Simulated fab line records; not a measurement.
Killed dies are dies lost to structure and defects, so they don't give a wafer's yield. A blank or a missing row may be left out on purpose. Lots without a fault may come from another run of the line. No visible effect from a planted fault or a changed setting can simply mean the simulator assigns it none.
Split-lot trial    flow n5Finfet    on a route of 1938 steps: 7 lots, 21 wafers read

ON THE SPLIT
At N5_BEOL_M6_ETCH_41 (etches SiCN in CH3F/O2, target depth 29.7 nm, time 52 s), the setting timeS was moved away from the recipe's 52 s on 8 of the 21 wafers read, by -19.6% to +7.1%. This setting was run at the recipe's value on the other wafers.

The reading comes from the split's own step.

THE READING
etch.depthNm (the simulator's own value, which no gauge read), in nm, at N5_BEOL_M6_ETCH_41 (etches SiCN in CH3F/O2, target depth 29.7 nm, time 52 s). There is no usual value for it anywhere in the file. Across the 13 wafers here that went through the recipe, the average is 19.67 nm and the standard deviation 0.45 nm.

wafer   tool, chamber at the split  timeS as run, s  against the recipe  etch.depthNm, nm  against lot-mates on the recipe
L076.3  rieDiel-05, 3               52               recipe              19.73             -
L076.4  rieDiel-05, 0               52               recipe              20.13             -
L076.6  rieDiel-05, 1               52               recipe              19.71             -
L079.1  rieDiel-01, 2               52               recipe              18.98             -
L079.4  rieDiel-01, 2               52               recipe              18.81             -
L079.6  rieDiel-01, 3               52               recipe              19.3              -
L086.1  rieDiel-01, 2               55.7             +7.1%               20.44             +0.26
L086.2  rieDiel-01, 0               52               recipe              20.18             -
L086.3  rieDiel-01, 3               55.7             +7.1%               20.73             +0.55
L091.1  rieDiel-02, 2               44.05            -15.3%              16.55             -3.38
L091.2  rieDiel-02, 0               52               recipe              19.93             -
L091.4  rieDiel-02, 1               44.05            -15.3%              15.95             -3.98
L094.1  rieDiel-01, 1               47.25            -9.1%               17.57             -2.74
L094.2  rieDiel-01, 0               52               recipe              20.31             -
L094.6  rieDiel-01, 3               47.25            -9.1%               17.53             -2.78
L092.2  rieDiel-02, 3               41.82            -19.6%              16.25             -3.34
L092.4  rieDiel-02, 2               41.82            -19.6%              15.67             -3.92
L092.6  rieDiel-02, 2               52               recipe              19.59             -
L096.1  rieDiel-02, 0               52               recipe              19.71             -
L096.2  rieDiel-02, 2               52               recipe              19.24             -
L096.6  rieDiel-02, 3               52               recipe              20.05             -

THE FIT
A straight line over all 21 wafers: etch.depthNm changes by +0.195 nm for each +1% of timeS; r = +0.96; the points scatter about the line by 0.45 nm.
The same after taking each lot's own level away (the mean of its wafers on the recipe; 21 wafers): +0.195 nm for each +1%; r = +0.95; scatter 0.5 nm.
According to that fit, moving timeS by its largest amount changes the reading by 3.8 nm.
From 19.030 to 20.310 nm: that is the span of the lots' own levels, equal to 2.8 times the standard deviation above.
The two slopes are in agreement: the lot-to-lot level therefore moves the slope only a little.
Check: for one of the wafers moved furthest among these (-19.6%), held out of the fit, the line's prediction against its lot-mates is -4.31 nm. Against them it came out at -3.34 nm.

OTHER SPLITS ON THESE WAFERS
Note: prior to the reading, these wafers also went through further splits. Each is held against what the fit with the lots' levels taken away leaves over:
other split on the same wafers   wafers away from the commonest value  r with etch.depthNm (lot level and that fit taken away)
N5_BEOL_M6_EXPOSE_25 doseMj      7                                     +0.20
N5_BEOL_M6_TRENCH_ETCH_37 biasW  9                                     +0.18

FILE'S OWN FIT
etch.depthNm changes by +0.207 nm for each +1% of timeS, r = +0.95.
